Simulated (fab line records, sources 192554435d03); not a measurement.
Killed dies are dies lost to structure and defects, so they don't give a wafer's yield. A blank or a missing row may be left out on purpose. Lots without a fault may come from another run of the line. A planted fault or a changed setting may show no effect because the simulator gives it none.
fab line records | flow n5_finfet
record lots=24 wafers=72 last_day=18
route steps=1938 shown BEOL_M15@1774 MIM_TOP@1834 MIM_BOT_ETCH@1866
lots that met no fault: from a run of the same line without faults
start_h: hours from the record's first day to the start of the lot's first wafer shown | wait_h: hours since the lot's step before | " the same as in the row above | L1.1+2: a row that stands for several wafers | - no value, or no start given | * or withheld: withheld | < > ~ a bound
route shown NAME@n: a module of which the file shows steps, and the number in the route of the first | usual: mean/standard deviation of fault-free wafers | same: alike in all rows | chamber/n: place in a boat | sites: the reading at each site | _std_site: their standard deviation | _edge_site: outer sites' mean less inner sites' | radius_mm: how far each site lies from the wafer's centre | mask NAME#n: copy n | behind: the tool/chamber that last shaped the wafer | hold: why the lot was held/for how many hours/how that ended | device: the transistor (n, p or np) that didn't switch | end of line: the same wafers' tests at the end of the route | a step without rows: its recipe alone | killed: dies lost to structure and defects at the first sort, not the wafer's yield | map: a wafer's dies, x killed, . not, _ none there
set.NAME: the setting as run; set.NAME@STEP: as run at that earlier step | model.NAME: the simulator's own value behind a step, which no gauge read
steps of the route over a sample of lots; a table a step, a row a wafer
services: from which hour (start_h, from the record's first day; less than 0 if before it) a tool's chamber was out of use, for how many hours, and why
## steps
# step N5_BEOL_M15_THK_MEAS_01
# recipe reads=SiO2_of_BEOL_M15_ILD_DEP_00
# usual M15_ILD_THK=1628/22
# columns lot.wafer tool chamber start_h wait_h M15_ILD_THK[nm]
L074.2 film_metro-01 - 245.42 0.3 1647
L074.4 " - " " 1658
L074.6 " - " " 1663
L075.1 film_metro-02 - 268.74 0.1 1613
L075.4 " - " " 1657
L075.6 " - " " 1633
L076.3 film_metro-02 - 278.70 0.1 1607
L076.5 " - " " 1641
L076.6 " - " " 1633
L077.2 film_metro-01 - 282.11 0.1 1625
L077.4 " - " " 1632
L077.5 " - " " 1654
L078.1 film_metro-01 - 288.45 0.1 1645
L078.3 " - " " 1615
L078.4 " - " " 1672
L080.2 film_metro-01 - 304.61 0.1 1627
L080.3 " - " " 1607
L080.6 " - " " 1639
L079.1 film_metro-01 - 305.71 0.1 1634
L079.3 " - " " 1630
L079.4 " - " " 1637
L082.4 film_metro-01 - 311.49 0.0 1607
L082.5 " - " " 1629
L082.6 " - " " 1635
L085.2 film_metro-01 - 311.86 0.1 1624
L085.3 " - " " 1592
L085.5 " - " " 1624
L081.3 film_metro-02 - 314.95 0.1 1625
L081.5 " - " " 1655
L081.6 " - " " 1635
L083.4 film_metro-01 - 322.67 0.0 1646
L083.5 " - " " 1631
L083.6 " - " " 1653
L084.3 film_metro-01 - 323.43 0.1 1617
L084.4 " - " " 1624
L084.5 " - " " 1641
L087.1 film_metro-01 - 325.37 0.1 1582
L087.3 " - " " 1620
L087.6 " - " " 1646
L088.2 film_metro-01 - 330.54 0.1 1618
L088.4 " - " " 1650
L088.5 " - " " 1626
L086.1 film_metro-02 - 331.44 0.1 1606
L086.3 " - " " 1617
L086.5 " - " " 1628
L089.4 film_metro-02 - 355.54 0.0 1634
L089.5 " - " " 1637
L089.6 " - " " 1623
L090.1 film_metro-02 - 366.02 0.1 1601
L090.3 " - " " 1597
L090.5 " - " " 1631
L091.3 film_metro-02 - 369.36 0.1 1613
L091.5 " - " " 1650
L091.6 " - " " 1656
L093.2 film_metro-01 - 375.97 0.1 1607
L093.3 " - " " 1566
L093.5 " - " " 1598
L094.1 film_metro-02 - 376.10 0.1 1629
L094.5 " - " " 1666
L094.6 " - " " 1628
L092.2 film_metro-02 - 376.67 0.1 1608
L092.3 " - " " 1619
L092.6 " - " " 1629
L095.1 film_metro-02 - 402.03 0.1 1610
L095.4 " - " " 1645
L095.5 " - " " 1613
L096.1 film_metro-01 - 416.76 0.1 1655
L096.2 " - " " 1638
L096.5 " - " " 1655
L097.2 film_metro-01 - 416.95 0.1 1606
L097.3 " - " " 1641
L097.5 " - " " 1673
# step N5_BEOL_M15_DESCUM_15
# recipe chemistry=O2 time_s=7.9 source_power_w=50 bias_power_w=20 pressure_mtorr=20 rf_frequency_hz=2.712e+07 temp_c=40 o2_flow_sccm=225
# usual drypump_motor_current_A=5.7/0.44 oes_product_au=0.80/0.095 rf_vpp_V=243.3/1.5 showerhead_plenum_p_Torr=2.10/0.083 throttle_valve_pct=20.40/0.25
# same time_s=7.9
# columns lot.wafer tool chamber start_h wait_h drypump_motor_current_A oes_product_au rf_hours_counter_h rf_vpp_V showerhead_plenum_p_Torr throttle_valve_pct
L074.2 rie_diel-03 0 245.85 0.1 5.9 0.85 71 241.9 2.02 20.14
L074.4 " 3 " " 5.5 0.70 203 243.1 2.16 20.44
L074.6 " 2 " " 6.0 0.74 - 240.5 1.99 20.49
L075.1 rie_diel-04 1 269.14 0.0 5.2 0.98 3 244.2 2.15 20.25
L075.4 " 2 " " 5.8 0.72 190 242.4 2.05 20.29
L075.6 " 1 " " 5.2 0.98 - 244.3 2.16 20.24
L076.3 rie_diel-02 1 279.09 0.0 6.4 0.93 14 242.6 2.03 19.96
L076.5 " 1 " " 6.4 0.93 - 243.6 2.03 19.98
L076.6 " 0 " " 5.7 0.90 - 243.7 2.13 20.25
L077.2 rie_diel-04 3 282.78 0.3 6.3 0.84 79 245.6 2.22 20.62
L077.4 " 1 " " 5.2 0.96 7 243.6 2.15 20.25
L077.5 " 3 " " 6.3 0.83 - 245.4 2.22 20.63
L078.1 rie_diel-04 3 288.96 0.0 6.3 0.81 81 244.9 2.22 20.65
L078.3 " 2 " " 5.8 0.71 196 243.7 2.05 20.31
L078.4 " 2 " " 5.8 0.71 - 241.8 2.05 20.33
L080.2 rie_diel-03 0 305.12 0.0 5.9 0.82 88 243.5 2.01 20.16
L080.3 " 2 " " 6.1 0.74 202 241.5 1.98 20.52
L080.6 " 0 " " 5.9 0.82 - 242.5 2.01 20.16
L079.1 rie_diel-04 0 306.11 0.0 5.5 0.68 249 239.1 1.96 20.57
L079.3 " 2 " " 5.8 0.71 203 243.4 2.05 20.32
L079.4 " 1 " " 5.2 0.93 15 245.2 2.15 20.26
L082.4 rie_diel-02 2 312.02 0.0 5.8 0.73 - 242.3 2.08 20.69
L082.5 " 1 " " 6.4 0.92 - 243.7 2.02 20.01
L082.6 " 3 " " 4.9 0.69 - 241.3 1.99 20.97
L085.2 rie_diel-04 2 312.35 0.1 5.8 0.71 205 243.6 2.05 20.31
L085.3 " 1 " " 5.2 0.92 18 243.6 2.15 20.26
L085.5 " 1 " " 5.2 0.92 - 244.1 2.15 20.27
L081.3 rie_diel-02 0 315.97 0.5 5.7 0.88 36 245.7 2.13 20.25
L081.5 " 3 " " 4.9 0.70 - 240.5 1.99 20.97
L081.6 " 0 " " 5.7 0.89 - 243.5 2.13 20.24
L083.4 rie_diel-02 2 323.06 0.0 5.8 0.72 188 244.2 2.08 20.71
L083.5 " 1 " " 6.3 0.90 - 242.8 2.02 20.01
L083.6 " 2 " " 5.8 0.72 - 241.5 2.08 20.70
L084.3 rie_diel-04 2 323.96 0.0 5.8 0.70 209 242.1 2.05 20.33
L084.4 " 1 " " 5.2 0.91 22 244.1 2.15 20.27
L084.5 " 2 " " 5.8 0.70 - 241.9 2.05 20.33
L087.1 rie_diel-03 3 325.77 0.0 5.5 0.68 227 245.3 2.15 20.50
L087.3 " 1 " " 5.7 0.74 185 243.1 2.07 20.22
L087.6 " 3 " " 5.5 0.67 - 243.2 2.15 20.49
L088.2 rie_diel-04 3 330.94 0.0 6.3 0.80 96 245.4 2.22 20.64
L088.4 " 2 " " 5.8 0.70 212 241.8 2.05 20.33
L088.5 " 1 " " 5.2 0.91 - 243.4 2.15 20.25
L086.1 rie_diel-03 3 331.84 0.0 5.5 0.68 230 245.3 2.15 20.50
L086.3 " 2 " " 6.0 0.74 211 241.5 1.98 20.51
L086.5 " 1 " " 5.7 0.74 - 241.8 2.07 20.24
L089.4 rie_diel-02 0 355.93 0.0 5.7 0.86 48 243.3 2.13 20.26
L089.5 " 2 " " 5.8 0.72 - 244.1 2.08 20.71
L089.6 " 3 " " 4.9 0.97 - 246.1 2.25 20.55
L090.1 rie_diel-03 0 366.42 0.0 5.9 0.80 103 241.4 2.01 20.20
L090.3 " 3 " " 5.5 0.66 238 244.5 2.15 20.50
L090.5 " 0 " " 5.9 0.80 - 240.9 2.01 20.18
L091.3 rie_diel-02 3 369.87 0.0 4.9 0.95 10 245.4 2.25 20.56
L091.5 " 1 " " 6.4 0.87 - 241.5 2.01 20.03
L091.6 " 0 " " 5.7 0.86 - 244.2 2.12 20.27
L093.2 rie_diel-02 3 376.37 0.0 4.9 0.95 12 245.1 2.25 20.58
L093.3 " 2 " " 5.8 0.72 204 242.4 2.07 20.73
L093.5 " 1 " " 6.4 0.88 - 241.8 2.01 20.04
L094.1 rie_diel-04 3 376.62 0.0 6.3 0.80 108 245.1 2.21 20.66
L094.5 " 2 " " 5.8 0.69 - 242.0 2.04 20.35
L094.6 " 3 " " 6.3 0.79 - 244.8 2.21 20.68
L092.2 rie_diel-02 0 377.50 0.3 5.7 0.85 55 243.4 2.12 20.25
L092.3 " 1 " " 6.3 0.87 49 241.8 2.01 20.02
L092.6 " 0 " " 5.7 0.85 - 244.5 2.12 20.27
L095.1 rie_diel-02 2 402.42 0.0 5.8 0.71 212 241.7 2.07 20.74
L095.4 " 0 " " 5.7 0.84 62 242.9 2.12 20.28
L095.5 " 0 " " 5.7 0.84 - 243.7 2.12 20.27
L096.1 rie_diel-02 0 417.28 0.0 5.7 0.83 67 242.8 2.12 20.28
L096.2 " 3 " " 4.8 0.91 24 244.6 2.24 20.60
L096.5 " 0 " " 5.7 0.83 - 243.5 2.12 20.28
L097.2 rie_diel-04 0 417.46 0.0 5.5 0.93 23 245.4 2.21 20.18
L097.3 " 3 " " 6.3 0.78 121 244.7 2.21 20.67
L097.5 " 3 " " 6.3 0.78 - 243.1 2.21 20.67
# step N5_BEOL_M15_ETCH_61
# recipe chemistry=N2/H2 target=BARC target_depth_a=890 overetch_a=267 time_s=67.9 ion_energy_ev=200 pressure_mtorr=30 source_w=840 bias_w=150 n2_flow_sccm=200 h2_flow_sccm=200
# usual drypump_motor_current_A=5.8/0.36 h2_flow_sccm=199.9/0.54 oes_product_au=0.68/0.074 rf_vpp_V=523.7/2.6 showerhead_plenum_p_Torr=2.54/0.091 throttle_valve_pct=17.87/0.21
# same time_s=67.9
# columns lot.wafer tool chamber start_h wait_h drypump_motor_current_A h2_flow_sccm oes_product_au rf_hours_counter_h rf_vpp_V showerhead_plenum_p_Torr throttle_valve_pct
L074.2 rie_diel-02 0 247.37 0.0 5.7 200.0 0.79 18 526.2 2.62 17.79
L074.4 " 3 " " 4.9 200.1 0.61 225 522.0 2.40 18.20
L074.6 " 1 " " 6.4 199.7 0.81 - 522.2 2.49 17.48
L075.1 rie_diel-03 3 270.64 0.0 5.6 199.9 0.59 211 526.3 2.63 17.92
L075.4 " 2 " " 6.0 200.7 0.63 193 521.5 2.44 18.07
L075.6 " 0 " " 5.9 200.4 0.70 - 523.2 2.46 17.71
L076.3 rie_diel-03 3 280.58 0.0 5.5 200.1 0.59 213 524.6 2.63 17.92
L076.5 " 1 " " 5.7 199.7 0.64 - 522.9 2.53 17.72
L076.6 " 2 " " 6.0 200.0 0.63 - 521.0 2.43 18.09
L077.2 rie_diel-04 0 284.29 0.0 5.5 200.0 0.59 248 519.3 2.40 18.23
L077.4 " 1 " " 5.2 198.9 0.81 7 525.7 2.61 17.73
L077.5 " 0 " " 5.5 199.6 0.59 - 520.4 2.40 18.24
L078.1 rie_diel-03 1 290.46 0.0 5.7 199.8 0.65 174 523.8 2.53 17.71
L078.3 " 0 " " 5.9 200.4 0.70 84 521.9 2.46 17.72
L078.4 " 3 " " 5.5 200.2 0.59 216 525.6 2.63 17.94
L080.2 rie_diel-03 2 307.13 0.0 6.0 199.4 0.63 202 521.3 2.43 18.07
L080.3 " 0 " " 5.9 199.8 0.69 89 521.5 2.45 17.72
L080.6 " 2 " " 6.0 199.3 0.63 - 520.6 2.43 18.07
L079.1 rie_diel-03 0 307.75 0.0 5.9 199.9 0.69 89 521.9 2.45 17.71
L079.3 " 3 " " 5.5 199.9 0.59 221 525.0 2.63 17.95
L079.4 " 1 " " 5.7 199.6 0.64 179 524.7 2.53 17.70
L082.4 rie_diel-03 3 313.77 0.0 5.5 200.0 0.59 223 524.6 2.63 17.95
L082.5 " 3 " " 5.5 200.0 0.59 - 524.9 2.63 17.93
L082.6 " 0 " " 5.9 200.4 0.69 - 521.9 2.45 17.72
L085.2 rie_diel-03 1 314.05 0.0 5.7 199.3 0.64 181 522.8 2.53 17.71
L085.3 " 2 " " 6.0 200.1 0.63 204 520.3 2.43 18.09
L085.5 " 2 " " 6.1 200.9 0.63 - 521.7 2.43 18.10
L081.3 rie_diel-02 1 317.56 0.0 6.3 199.8 0.76 30 521.9 2.48 17.51
L081.5 " 2 " " 5.8 200.6 0.62 - 523.8 2.53 18.27
L081.6 " 3 " " 4.9 201.0 0.60 - 519.9 2.39 18.24
L083.4 rie_diel-03 0 324.88 0.0 5.9 200.1 0.69 93 520.4 2.45 17.72
L083.5 " 1 " " 5.7 199.4 0.63 - 522.2 2.52 17.73
L083.6 " 0 " " 5.9 199.7 0.69 - 521.5 2.45 17.70
L084.3 rie_diel-04 1 325.58 0.0 5.2 199.7 0.77 23 526.9 2.60 17.73
L084.4 " 0 " " 5.5 200.3 0.85 1 530.0 2.72 17.79
L084.5 " 3 " " 6.3 199.4 0.70 - 527.5 2.68 18.02
L087.1 rie_diel-04 3 327.39 0.0 6.3 198.5 0.70 95 527.7 2.68 18.01
L087.3 " 2 " " 5.8 199.8 0.60 210 522.7 2.51 17.83
L087.6 " 2 " " 5.8 199.8 0.60 - 523.5 2.51 17.84
L088.2 rie_diel-03 3 332.43 0.0 5.5 199.7 0.58 230 526.0 2.62 17.97
L088.4 " 0 " " 5.9 199.2 0.69 95 522.3 2.45 17.72
L088.5 " 0 " " 5.9 199.9 0.68 - 521.6 2.45 17.72
L086.1 rie_diel-02 0 333.33 0.0 5.7 200.1 0.76 42 525.9 2.61 17.83
L086.3 " 2 " " 5.8 199.1 0.62 192 523.3 2.53 18.26
L086.5 " 0 " " 5.7 199.1 0.76 - 526.1 2.61 17.83
L089.4 rie_diel-02 0 357.80 0.0 5.7 200.0 0.75 48 525.0 2.60 17.84
L089.5 " 0 " " 5.7 199.5 0.75 - 525.6 2.60 17.84
L089.6 " 1 " " 6.4 200.6 0.75 - 521.7 2.48 17.53
L090.1 rie_diel-04 1 368.03 0.0 5.2 200.5 0.76 31 526.3 2.60 17.75
L090.3 " 2 " " 5.8 199.6 0.59 222 523.8 2.50 17.85
L090.5 " 0 " " 5.5 199.6 0.81 - 529.5 2.71 17.81
L091.3 rie_diel-02 1 371.51 0.0 6.3 200.3 0.75 47 522.5 2.47 17.54
L091.5 " 2 " " 5.8 199.4 0.62 - 522.3 2.52 18.29
L091.6 " 3 " " 4.9 199.7 0.81 - 527.4 2.71 17.78
L093.2 rie_diel-03 2 377.88 0.0 6.0 199.6 0.62 224 520.7 2.42 18.13
L093.3 " 1 " " 5.7 200.4 0.63 201 523.5 2.52 17.74
L093.5 " 2 " " 6.0 200.4 0.61 - 520.0 2.42 18.12
L094.1 rie_diel-02 2 378.28 0.0 5.9 200.0 0.61 205 523.7 2.52 18.29
L094.5 " 2 " " 5.9 200.6 0.62 - 523.2 2.52 18.29
L094.6 " 3 " " 4.9 200.6 0.81 - 528.9 2.71 17.80
L092.2 rie_diel-02 0 379.30 0.0 5.7 199.2 0.74 56 523.9 2.60 17.87
L092.3 " 3 " " 4.9 199.7 0.82 13 528.5 2.71 17.81
L092.6 " 1 " " 6.3 199.3 0.74 - 523.5 2.47 17.53
L095.1 rie_diel-04 2 404.24 0.0 5.8 200.3 0.59 233 523.2 2.50 17.86
L095.4 " 0 " " 5.5 199.8 0.79 21 528.9 2.71 17.81
L095.5 " 2 " " 5.8 199.1 0.59 - 522.7 2.50 17.86
L096.1 rie_diel-03 0 418.93 0.0 5.9 199.1 0.67 118 521.0 2.44 17.78
L096.2 " 1 " " 5.7 199.7 0.62 212 521.5 2.51 17.75
L096.5 " 2 " " 6.0 199.2 0.61 - 520.2 2.42 18.13
L097.2 rie_diel-03 2 419.34 0.0 6.1 200.2 0.61 235 520.5 2.42 18.13
L097.3 " 0 " " 5.9 200.6 0.67 118 521.7 2.44 17.77
L097.5 " 1 " " 5.7 200.5 0.62 - 522.9 2.51 17.78
# step N5_MIM_TOP_ALD_00
# recipe material=Al2O3 target_thk_a=* temp_c=withheld ald_precursor_family=TMA ald_co_reactant=O3 pulse_time_s=withheld purge_time_s=3 co_reactant_purge_time_s=withheld co_reactant_pulse_time_s=3 ald_cycles=withheld
# usual precursor_pulse_height_rel=1.001/0.02
# columns lot.wafer tool chamber start_h wait_h precursor_pulse_height_rel
L074.2 ald_hk-03 0 255.03 0.1 0.993
L074.4 " 1 " " 0.999
L074.6 " 0 " " 1.010
L075.1 ald_hk-02 1 279.33 0.1 1.022
L075.4 " 0 " " 1.029
L075.6 " 1 " " 1.025
L076.3 ald_hk-01 2 286.57 0.1 1.061
L076.5 " 0 " " 1.032
L076.6 " 1 " " 1.014
L077.2 ald_hk-01 0 292.36 0.1 1.016
L077.4 " 3 " " 1.007
L077.5 " 0 " " 1.029
L078.1 ald_hk-03 0 294.98 0.1 1.011
L078.3 " 3 " " 1.005
L078.4 " 1 " " 1.017
L080.2 ald_hk-03 1 312.60 0.1 0.991
L080.3 " 0 " " 1.004
L080.6 " 2 " " 0.999
L079.1 ald_hk-02 3 312.72 0.1 1.018
L079.3 " 2 " " 1.017
L079.4 " 1 " " 0.988
L082.4 ald_hk-02 1 319.57 0.1 0.989
L082.5 " 0 " " 0.976
L082.6 " 1 " " 0.987
L081.3 ald_hk-01 1 323.52 0.1 1.043
L081.5 " 3 " " 1.018
L081.6 " 0 " " 0.996
L085.2 ald_hk-03 1 323.78 0.1 0.963
L085.3 " 0 " " 0.992
L085.5 " 0 " " 0.984
L083.4 ald_hk-02 3 335.39 0.0 1.024
L083.5 " 2 " " 1.011
L083.6 " 1 " " 0.992
L084.3 ald_hk-01 0 335.46 0.1 1.020
L084.4 " 1 " " 0.991
L084.5 " 3 " " 1.048
L087.1 ald_hk-03 0 335.63 0.1 1.031
L087.3 " 2 " " 0.976
L087.6 " 2 " " 0.991
L086.1 ald_hk-02 3 344.12 0.1 0.999
L086.3 " 0 " " 1.005
L086.5 " 2 " " 0.971
L088.2 ald_hk-01 2 344.60 0.1 0.953
L088.4 " 3 " " 0.996
L088.5 " 3 " " 0.965
L089.4 ald_hk-01 0 361.52 0.1 1.002
L089.5 " 0 " " 1.014
L089.6 " 3 " " 0.981
L090.1 ald_hk-03 2 376.68 0.1 1.016
L090.3 " 0 " " 1.006
L090.5 " 1 " " 1.011
L091.3 ald_hk-02 0 379.23 0.1 0.967
L091.5 " 0 " " 0.986
L091.6 " 3 " " 1.009
L093.2 ald_hk-02 0 384.97 0.1 1.031
L093.3 " 3 " " 0.989
L093.5 " 3 " " 0.992
L094.1 ald_hk-01 3 385.95 0.1 1.015
L094.5 " 2 " " 1.006
L094.6 " 3 " " 1.021
L092.2 ald_hk-01 3 389.72 0.1 1.006
L092.3 " 2 " " 1.004
L092.6 " 0 " " 0.992
L095.1 ald_hk-01 0 409.83 0.1 0.958
L095.4 " 1 " " 0.962
L095.5 " 3 " " 0.988
L096.1 ald_hk-03 0 423.24 0.1 0.969
L096.2 " 2 " " 1.025
L096.5 " 2 " " 1.020
L097.2 ald_hk-02 0 424.66 0.1 0.984
L097.3 " 1 " " 0.984
L097.5 " 3 " " 1.024
# step N5_MIM_TOP_SPUTTER_03
# recipe material=TiN target_thk_a=350 temp_c=200 power_w=3000 chamber_pressure_pa=0.49996 gas=Ar reactive_partial_pa=0.37997 time_s=89.7
# usual throttle_valve_pct=29.9/1.1
# same time_s=89.7
# columns lot.wafer tool chamber start_h wait_h throttle_valve_pct
L074.2 pvd_sputter-03 - 255.59 0.0 31.0
L074.4 " - " " 30.2
L074.6 " - " " 29.9
L075.1 pvd_sputter-01 - 280.32 0.0 29.6
L075.4 " - " " 29.8
L075.6 " - " " 29.8
L076.3 pvd_sputter-01 - 287.22 0.0 31.7
L076.5 " - " " 31.0
L076.6 " - " " 29.6
L077.2 pvd_sputter-02 - 292.88 0.0 30.9
L077.4 " - " " 30.9
L077.5 " - " " 31.2
L078.1 pvd_sputter-02 - 295.47 0.0 28.0
L078.3 " - " " 30.6
L078.4 " - " " 30.8
L080.2 pvd_sputter-03 - 315.46 0.0 30.5
L080.3 " - " " 30.3
L080.6 " - " " 30.7
L079.1 pvd_sputter-03 - 315.58 0.0 30.9
L079.3 " - " " 30.4
L079.4 " - " " 29.8
L082.4 pvd_sputter-02 - 320.51 0.0 30.8
L082.5 " - " " 28.8
L082.6 " - " " 28.1
L081.3 pvd_sputter-02 - 324.08 0.0 30.4
L081.5 " - " " 28.8
L081.6 " - " " 27.9
L085.2 pvd_sputter-01 - 324.32 0.0 30.7
L085.3 " - " " 31.9
L085.5 " - " " 29.8
L083.4 pvd_sputter-02 - 335.98 0.0 30.9
L083.5 " - " " 30.7
L083.6 " - " " 30.7
L084.3 pvd_sputter-02 - 340.53 0.0 31.0
L084.4 " - " " 28.7
L084.5 " - " " 28.9
L087.1 pvd_sputter-01 - 340.62 0.0 31.9
L087.3 " - " " 30.1
L087.6 " - " " 30.8
L086.1 pvd_sputter-02 - 347.27 0.0 29.2
L086.3 " - " " 28.1
L086.5 " - " " 30.4
L088.2 pvd_sputter-02 - 347.73 0.0 28.3
L088.4 " - " " 31.3
L088.5 " - " " 28.1
L089.4 pvd_sputter-02 - 364.08 0.0 30.9
L089.5 " - " " 30.4
L089.6 " - " " 31.0
L090.1 pvd_sputter-02 - 379.01 0.0 31.0
L090.3 " - " " 28.7
L090.5 " - " " 27.8
L091.3 pvd_sputter-03 - 383.29 0.0 30.9
L091.5 " - " " 29.8
L091.6 " - " " 30.8
L093.2 pvd_sputter-03 - 386.05 0.0 29.6
L093.3 " - " " 31.0
L093.5 " - " " 29.8
L094.1 pvd_sputter-02 - 387.10 0.0 31.0
L094.5 " - " " 28.5
L094.6 " - " " 28.3
L092.2 pvd_sputter-01 - 390.69 0.0 30.0
L092.3 " - " " 31.0
L092.6 " - " " 32.2
L095.1 pvd_sputter-03 - 414.51 0.0 29.9
L095.4 " - " " 30.3
L095.5 " - " " 29.5
L096.1 pvd_sputter-03 - 425.61 0.0 30.8
L096.2 " - " " 30.3
L096.5 " - " " 30.1
L097.2 pvd_sputter-03 - 425.73 0.0 29.5
L097.3 " - " " 29.9
L097.5 " - " " 30.1
# step N5_MIM_BOT_ETCH_ETCH_04
# recipe chemistry=CF4/O2 target=SiNx target_depth_a=260 time_s=13 ion_energy_ev=100 pressure_mtorr=40 source_w=535 bias_w=49 Ar_flow_sccm=100 cf4_flow_sccm=100 O2_flow_sccm=10
# usual drypump_motor_current_A=5.6/0.55 oes_f_703_au=0.80/0.072 oes_product_au=0.81/0.078 rf_vpp_V=242/3.7 showerhead_plenum_p_Torr=2.20/0.071 throttle_valve_pct=15.92/0.27
# same time_s=13
# columns lot.wafer tool chamber start_h wait_h drypump_motor_current_A oes_f_703_au oes_product_au rf_hours_counter_h rf_vpp_V showerhead_plenum_p_Torr throttle_valve_pct
L074.2 rie_diel-01 2 256.90 0.0 6.4 0.83 0.82 96 238 2.23 15.67
L074.4 " 0 " " 4.9 0.77 0.78 137 245 2.12 16.10
L074.6 " 2 " " 6.5 0.83 0.81 - 238 2.23 15.67
L075.1 rie_diel-01 0 281.87 0.0 4.9 0.76 0.77 146 243 2.12 16.12
L075.4 " 2 " " 6.4 0.82 0.81 105 238 2.23 15.69
L075.6 " 2 " " 6.4 0.82 0.81 - 238 2.23 15.69
L076.3 rie_diel-05 1 288.89 0.0 5.8 0.93 0.94 15 241 2.17 15.72
L076.5 " 3 " " 6.0 0.69 0.69 - 241 2.25 16.41
L076.6 " 0 " " 6.1 0.82 0.82 - 237 2.15 15.74
L077.2 rie_diel-06 0 294.43 0.0 5.6 0.74 0.74 200 241 2.20 16.15
L077.4 " 2 " " 6.6 0.91 0.91 32 243 2.34 15.70
L077.5 " 1 " " 4.9 0.72 0.71 - 235 2.12 16.45
L078.1 rie_diel-05 1 297.32 0.0 5.8 0.93 0.93 18 242 2.17 15.72
L078.3 " 3 " " 6.1 0.69 0.69 245 241 2.25 16.43
L078.4 " 0 " " 6.1 0.83 0.82 77 237 2.15 15.72
L080.2 rie_diel-05 2 317.11 0.0 5.5 0.87 0.88 36 248 2.23 15.51
L080.3 " 0 " " 6.1 0.82 0.81 85 239 2.15 15.75
L080.6 " 1 " " 5.8 0.90 0.90 - 242 2.16 15.74
L079.1 rie_diel-06 3 317.32 0.0 5.4 0.86 0.88 17 248 2.34 15.86
L079.3 " 0 " " 5.6 0.73 0.74 208 242 2.20 16.15
L079.4 " 1 " " 4.9 0.72 0.72 209 237 2.12 16.45
L082.4 rie_diel-06 2 322.10 0.0 6.6 0.89 0.90 42 241 2.34 15.71
L082.5 " 0 " " 5.6 0.74 0.73 - 240 2.20 16.14
L082.6 " 3 " " 5.5 0.85 0.88 - 249 2.34 15.87
L081.3 rie_diel-01 0 325.79 0.0 4.9 0.75 0.76 162 245 2.12 16.16
L081.5 " 3 " " 5.2 0.85 0.87 - 246 2.14 15.74
L081.6 " 0 " " 4.9 0.74 0.75 - 245 2.12 16.15
L085.2 rie_diel-01 1 326.20 0.0 5.1 0.70 0.70 214 240 2.18 16.02
L085.3 " 0 " " 4.9 0.75 0.76 162 245 2.12 16.16
L085.5 " 2 " " 6.5 0.80 0.79 - 239 2.22 15.70
L083.4 rie_diel-06 0 337.38 0.0 5.6 0.73 0.73 213 243 2.20 16.16
L083.5 " 1 " " 4.9 0.72 0.71 - 236 2.11 16.47
L083.6 " 0 " " 5.6 0.73 0.73 - 239 2.20 16.15
L084.3 rie_diel-05 1 342.44 0.0 5.8 0.88 0.89 38 241 2.16 15.77
L084.4 " 1 " " 5.8 0.89 0.88 - 241 2.16 15.78
L084.5 " 2 " " 5.5 0.86 0.87 - 247 2.23 15.54
L087.1 rie_diel-06 1 342.60 0.0 4.9 0.71 0.71 215 238 2.11 16.47
L087.3 " 2 " " 6.6 0.88 0.89 46 242 2.34 15.72
L087.6 " 2 " " 6.6 0.89 0.89 - 241 2.34 15.72
L086.1 rie_diel-05 3 348.91 0.0 6.0 0.98 0.99 1 243 2.25 15.96
L086.3 " 1 " " 5.8 0.88 0.88 39 241 2.16 15.79
L086.5 " 0 " " 6.1 0.80 0.80 - 239 2.14 15.76
L088.2 rie_diel-01 3 349.08 0.0 5.2 0.85 0.87 51 245 2.14 15.74
L088.4 " 0 " " 4.9 0.74 0.75 168 246 2.11 16.18
L088.5 " 3 " " 5.2 0.85 0.87 - 245 2.14 15.72
L089.4 rie_diel-06 1 365.55 0.0 4.9 0.72 0.70 222 238 2.11 16.49
L089.5 " 1 " " 4.9 0.72 0.71 - 236 2.11 16.48
L089.6 " 0 " " 5.6 0.72 0.72 - 242 2.19 16.17
L090.1 rie_diel-01 0 380.45 0.0 4.9 0.74 0.73 177 245 2.11 16.17
L090.3 " 1 " " 5.1 0.69 0.68 230 240 2.17 16.07
L090.5 " 3 " " 5.2 0.83 0.84 - 245 2.14 15.75
L091.3 rie_diel-01 0 385.07 0.0 4.9 0.73 0.74 178 245 2.11 16.18
L091.5 " 1 " " 5.0 0.69 0.68 - 242 2.17 16.06
L091.6 " 2 " " 6.4 0.79 0.77 - 238 2.22 15.76
L093.2 rie_diel-05 2 387.46 0.0 5.5 0.83 0.84 65 247 2.22 15.56
L093.3 " 0 " " 6.1 0.79 0.79 112 238 2.14 15.79
L093.5 " 1 " " 5.7 0.86 0.86 - 242 2.15 15.81
L094.1 rie_diel-05 2 388.50 0.0 5.5 0.83 0.84 65 248 2.22 15.57
L094.5 " 0 " " 6.1 0.78 0.79 - 238 2.14 15.80
L094.6 " 1 " " 5.8 0.87 0.86 - 242 2.15 15.80
L092.2 rie_diel-06 2 392.23 0.0 6.7 0.87 0.87 63 243 2.33 15.75
L092.3 " 3 " " 5.5 0.83 0.84 41 248 2.33 15.94
L092.6 " 3 " " 5.5 0.81 0.84 - 249 2.33 15.93
L095.1 rie_diel-05 3 417.08 0.0 6.1 0.91 0.89 24 242 2.24 16.00
L095.4 " 1 " " 5.8 0.85 0.86 64 241 2.15 15.83
L095.5 " 1 " " 5.8 0.85 0.86 - 241 2.15 15.83
L096.1 rie_diel-01 0 427.02 0.0 4.9 0.73 0.73 193 245 2.11 16.22
L096.2 " 1 " " 5.1 0.68 0.67 246 239 2.17 16.09
L096.5 " 1 " " 5.0 0.68 0.68 - 241 2.17 16.09
L097.2 rie_diel-06 2 427.24 0.0 6.6 0.85 0.85 75 244 2.33 15.77
L097.3 " 1 " " 4.9 0.70 0.69 240 237 2.11 16.54
L097.5 " 3 " " 5.4 0.79 0.82 - 248 2.33 15.95
## services
# columns tool chamber start_h hours kind
rie_diel-05 - 242.12 2.8 pm
rie_diel-05 0 249.32 13.7 repair
rie_diel-02 1 257.11 6.0 repair
rie_diel-01 1 266.36 5.0 repair
ald_hk-03 - 282.19 8.7 pm
rie_diel-04 0 284.54 18.3 repair
rie_diel-02 3 293.80 6.4 repair
ald_hk-02 - 300.03 1.2 repair
pvd_sputter-02 - 310.46 4.5 repair
rie_diel-03 0 318.87 4.7 repair
rie_diel-06 - 323.83 2.8 pm
pvd_sputter-02 - 324.98 1.7 repair
rie_diel-03 0 325.59 3.4 repair
pvd_sputter-03 - 330.58 2.5 repair
pvd_sputter-03 - 333.25 7.2 repair
pvd_sputter-02 - 343.85 3.3 repair
rie_diel-04 1 350.14 7.9 repair
rie_diel-06 1 353.19 3.7 repair
rie_diel-01 0 368.40 6.1 repair
rie_diel-04 0 378.54 9.7 repair
ald_hk-01 - 382.87 0.5 repair
pvd_sputter-02 - 392.32 6.4 repair
rie_diel-02 1 412.41 6.0 repair
ald_hk-02 - 414.07 2.8 pm
## key
fault none
